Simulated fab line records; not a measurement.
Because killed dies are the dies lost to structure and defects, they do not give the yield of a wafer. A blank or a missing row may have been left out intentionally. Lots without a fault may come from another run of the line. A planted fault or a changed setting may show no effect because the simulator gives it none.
Matching of chambers    flow n5_finfet    N5_GATE_CUT_ETCH_36 on rie_diel-03 has 4 sister chambers
The step etches SiARC in CF4, target depth 13 nm, time 21.7 s. 18 wafers are shown with their chamber, then 9 later ones without.

## WAFERS PAIRED WITH THEIR CHAMBERS
wafer   chamber  showerhead_plenum_p_Torr (Torr)  drypump_motor_current_A (A)  oes_product_au (a.u.)
L074.1  1        2.24                             6.1                          0.65
L074.3  2        2.16                             5.4                          0.66
L074.6  0        2.08                             6.2                          0.69
L077.3  0        2.08                             6.2                          0.69
L077.4  1        2.24                             6.1                          0.65
L077.6  1        2.24                             6.2                          0.65
L079.1  2        2.15                             5.5                          0.65
L079.5  3        2.18                             6.2                          0.80
L079.6  0        2.08                             6.2                          0.68
L081.4  1        2.24                             6.2                          0.64
L081.5  0        2.08                             6.2                          0.69
L081.6  1        2.24                             6.1                          0.64
L082.2  1        2.24                             6.1                          0.64
L082.3  0        2.07                             6.2                          0.69
L082.6  2        2.15                             5.5                          0.66
L085.2  3        2.18                             6.2                          0.78
L085.3  1        2.23                             6.1                          0.64
L085.4  0        2.07                             6.2                          0.68

SIGNATURES (means of the wafers above)
reading                   chamber 0  chamber 1  chamber 2  chamber 3  scatter within a chamber
showerhead_plenum_p_Torr  2.0767     2.2386     2.1533     2.1800     0.00452
drypump_motor_current_A   6.200      6.129      5.467      6.200      0.0387
oes_product_au            0.6867     0.6443     0.6567     0.7900     0.00639
Rule: distance of a wafer from a chamber = root of the sum over the readings of ((wafer's reading minus chamber's mean) / reading's scatter) squared. The wafer belongs to the nearest chamber; if the next one is less than 2 further off, it can't be placed. The scatter: take each reading less its chamber's mean, square it, sum over the shown wafers, divide by the number of wafers less the number of chambers, and take the root.

## WAFERS WHOSE CHAMBER IS MISSING
wafer   showerhead_plenum_p_Torr (Torr)  drypump_motor_current_A (A)  oes_product_au (a.u.)
L091.2  2.23                             6.2                          0.62
L091.5  2.14                             5.5                          0.63
L091.6  2.17                             6.2                          0.75
L093.3  2.07                             6.2                          0.66
L093.4  2.23                             6.1                          0.62
L093.6  2.23                             6.1                          0.63
L097.1  2.14                             5.5                          0.63
L097.2  2.17                             6.2                          0.75
L097.5  2.07                             6.2                          0.67

## WHICH CHAMBER EACH WENT THROUGH
wafer   from the rows above  in truth
L091.2  1                    1
L091.5  2                    2
L091.6  3                    3
L093.3  0                    0
L093.4  1                    1
L093.6  1                    1
L097.1  2                    2
L097.2  3                    3
L097.5  0                    0
Placed correctly: 9 of 9. Number that these rows cannot place: 0. Placed wrongly: 0.
